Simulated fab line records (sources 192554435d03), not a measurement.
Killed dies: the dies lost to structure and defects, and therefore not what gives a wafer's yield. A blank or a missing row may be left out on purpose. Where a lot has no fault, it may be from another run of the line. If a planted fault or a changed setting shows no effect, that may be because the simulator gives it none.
Which tool did it? | flow n5Finfet | 36 wafers from 12 lots sampled at 2 of the route's 1938 steps

WHAT EACH GAUGE READ, for each wafer
N5_BEOL_M15_CD_MEAS_10 targets a cd of 360 nm.
lot  | measured     | on       | cdNm (nm)
L076 | day 10 23:21 | cdSem-01 | 358.8 357.9 358.0
L077 | day 11 20:17 | cdSem-02 | 360.1 360.2 358.2
L079 | day 12 03:33 | cdSem-03 | 362.7 361.0 361.5
L081 | day 12 13:17 | cdSem-03 | 360.4 360.8 360.4
L082 | day 12 21:33 | cdSem-01 | 359.6 363.4 359.5
L085 | day 13 09:57 | cdSem-02 | 358.2 358.4 361.3
L087 | day 13 20:19 | cdSem-01 | 362.2 358.6 359.4
L090 | day 14 12:44 | cdSem-03 | 361.7 357.5 358.1
L089 | day 14 19:55 | cdSem-03 | 358.8 359.9 358.0
L093 | day 15 01:43 | cdSem-03 | 359.6 360.6 360.9
L095 | day 16 07:20 | cdSem-03 | 360.9 361.2 360.3
L097 | day 16 21:03 | cdSem-02 | 362.3 362.1 361.7

TOOL THAT RAN EACH LOT (tool first, then ch and the chambers of the sampled wafers, then the start)
lot  | N5_BEOL_M14_SPUTTER_44
L076 | pvdSputter-01, day 10 21:38
L077 | pvdSputter-03, day 11 18:32
L079 | pvdSputter-01, day 12 01:42
L081 | pvdSputter-01, day 12 11:33
L082 | pvdSputter-02, day 12 19:42
L085 | pvdSputter-01, day 13 08:03
L087 | pvdSputter-03, day 13 18:35
L090 | pvdSputter-03, day 14 10:56
L089 | pvdSputter-02, day 14 17:55
L093 | pvdSputter-02, day 14 23:40
L095 | pvdSputter-02, day 16 05:37
L097 | pvdSputter-02, day 16 19:01
- N5_BEOL_M14_SPUTTER_44: material Ta, target thk 15 nm, time 24.19 s.

THE ANSWER, worked out from the rows above alone
Rule: the usual values come from the lots themselves. The widest of any qualifying gaps counts: lots, ordered by their means at a reading, are off when they make up no more than a third of the lots, leave a main group of 4 or more, and stand apart from it by 3 or more times the standard deviation of that group's means. Not used: any main group whose means are identical at the precision the tables above print for the reading. A lot without any number at a reading at which 4 lots or more have one is off too. Where the step has rows for the other lots, those lots are counted as sound.
Nothing can be told from this: no lot is off at any reading shown.

WHAT HAD BEEN PUT IN BY THE SIMULATOR
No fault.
